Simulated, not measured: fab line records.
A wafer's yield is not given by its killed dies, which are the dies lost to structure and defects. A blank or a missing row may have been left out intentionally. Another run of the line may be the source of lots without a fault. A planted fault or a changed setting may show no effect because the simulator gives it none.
A lot that was struck, set against a sound lot -- flow nandHarc -- 15 out of 1159 route steps
Sound: the wafers L138.2, L138.3, L138.6. Wafers struck: L149.4, L149.5. The cause comes at the end.
Each step with rows lists, per side, the tool, then ch with its chambers, then its first start. Under that, the readings that differ: sound wafers -- struck wafers -- difference of the means -- sigmas: that difference in standard deviations of wafers without a fault.
alike: readings with means less than 2 such deviations apart, plus words and numbers identical on both sides. not compared: withheld readings, readings lacking a value on some wafer, bounds such as >300 that could conceal the same value, and numbers that have no deviation in the record and whose values overlap.
A row with sigmas, a row that says differs or no value, or rows on one side alone: a step with any of these is where the two part. Non-overlapping numbers with no deviation appear without sigmas and do not part them. Lack of a reading on every wafer of one side parts them only where that side has two or more wafers.

first, 6 steps without rows for these wafers: NHARC_A_CONTACT_COAT_36 (resist thk 90 nm); NHARC_A_CONTACT_SOFTBAKE_37 (time 55 s); NHARC_A_CONTACT_EBR_38; NHARC_A_CONTACT_EXPOSE_39 (exposes mask A CC 3); NHARC_A_CONTACT_PEB_40 (peb time 65 s); NHARC_A_CONTACT_DEVELOP_41 (develop time 35 s).
NHARC_A_CONTACT_CD_MEAS_42 targets a cd of 200 nm.
  sound on cdSem-02 ch 0, day 18 21:59; struck on cdSem-02 ch 0, day 22 01:02
reading,sound,struck,difference,sigmas
cdNm (nm),199.0 199.3 199.0,200.1 200.4,+1.2,+2
NHARC_A_CONTACT_OVL_MEAS_43:
  sound: overlay-02 at day 18 22:04; struck: overlay-01 at day 22 01:08
  alike: overlayXNm, overlayYNm
NHARC_A_CONTACT_INSPECT_44:
  sound: defectInspect-01 at day 18 22:07; struck: defectInspect-01 at day 22 01:10
  alike: rawDefectCount
NHARC_A_CONTACT_DESCUM_47: chemistry O2, time 3 s.
  sound on rieDiel-11 ch 1,3, day 18 22:11; struck on rieDiel-11 ch 0,1, day 22 01:14
  alike: drypumpMotorCurrentA, oesProductAu, rfVppV, showerheadPlenumPTorr, throttleValvePct
  not compared: rfHoursCounterH
NHARC_A_CONTACT_ETCH_48: etches the open film in CF4, target depth 39 nm, time 65 s.
  sound on rieDiel-11 ch 0,1, day 18 22:15; struck on rieDiel-11 ch 0,2, day 22 01:20
reading,sound,struck,difference,sigmas
oesProductAu (a.u.),1.015 1.014 1.002,0.999 0.994,-0.014,-2
  alike: drypumpMotorCurrentA, rfVppV, runLengthS, showerheadPlenumPTorr, throttleValvePct
  not compared: rfHoursCounterH
NHARC_A_CONTACT_ETCH_49: etches the open film in N2/H2, target depth 260 nm, time 475.3 s.
  sound: rieDiel-11 ch 0,1; struck: rieDiel-11 ch 0,2
reading,sound,struck,difference,sigmas
n2FlowSccm (sccm),150.6 150.8 151.3,150.0 149.9,-1.0,-2
  alike: drypumpMotorCurrentA, oesProductAu, rfVppV, runLengthS, showerheadPlenumPTorr, throttleValvePct
  not compared: rfHoursCounterH
NHARC_A_CONTACT_ETCH_50: etches the open film in CF4/CHF3, target depth 84.7 nm, time 42.4 s.
  sound on rieDiel-11 ch 0,2,3, day 18 22:42; struck on rieDiel-11 ch 1,3, day 22 01:46
reading,sound,struck,difference,sigmas
oesProductAu (a.u.),0.964 0.977 0.967,0.928 0.934,-0.038,-2
runLengthS (s),63.6 64.2 63.6,57.0 57.3,-6.7,-14
  alike: chf3FlowSccm, drypumpMotorCurrentA, rfVppV, showerheadPlenumPTorr, throttleValvePct
  not compared: rfHoursCounterH
NHARC_A_CONTACT_ETCH_51: etches the open film in O2/COS, target depth 3600 nm, time 936 s.
  sound: rieDiel-11 ch 0,2,3; struck: rieDiel-11 ch 0,2
  alike: drypumpMotorCurrentA, oesProductAu, rfVppV, runLengthS, showerheadPlenumPTorr, throttleValvePct
  not compared: rfHoursCounterH
-- jump in the record: it breaks off in module A_CONTACT and resumes in module END (first step shown: number 1159 of the route), and 4 days separate the struck wafers' starts before and after --
NHARC_END_SORT_01:
  sound on prober-02 ch 0, day 22 07:11; struck on prober-02 ch 0, day 26 00:47
  alike: killedAtArray, killedAtOther, killedAtPeriphery, killedDies, killedOpen, killedShort

WHERE THEY PART
Last at NHARC_A_CONTACT_ETCH_50 as far as this record goes, first at NHARC_A_CONTACT_CD_MEAS_42. Later steps at which nothing parts them and some readings are alike: NHARC_A_CONTACT_ETCH_51, NHARC_END_SORT_01.

WHY: what the simulator had put in
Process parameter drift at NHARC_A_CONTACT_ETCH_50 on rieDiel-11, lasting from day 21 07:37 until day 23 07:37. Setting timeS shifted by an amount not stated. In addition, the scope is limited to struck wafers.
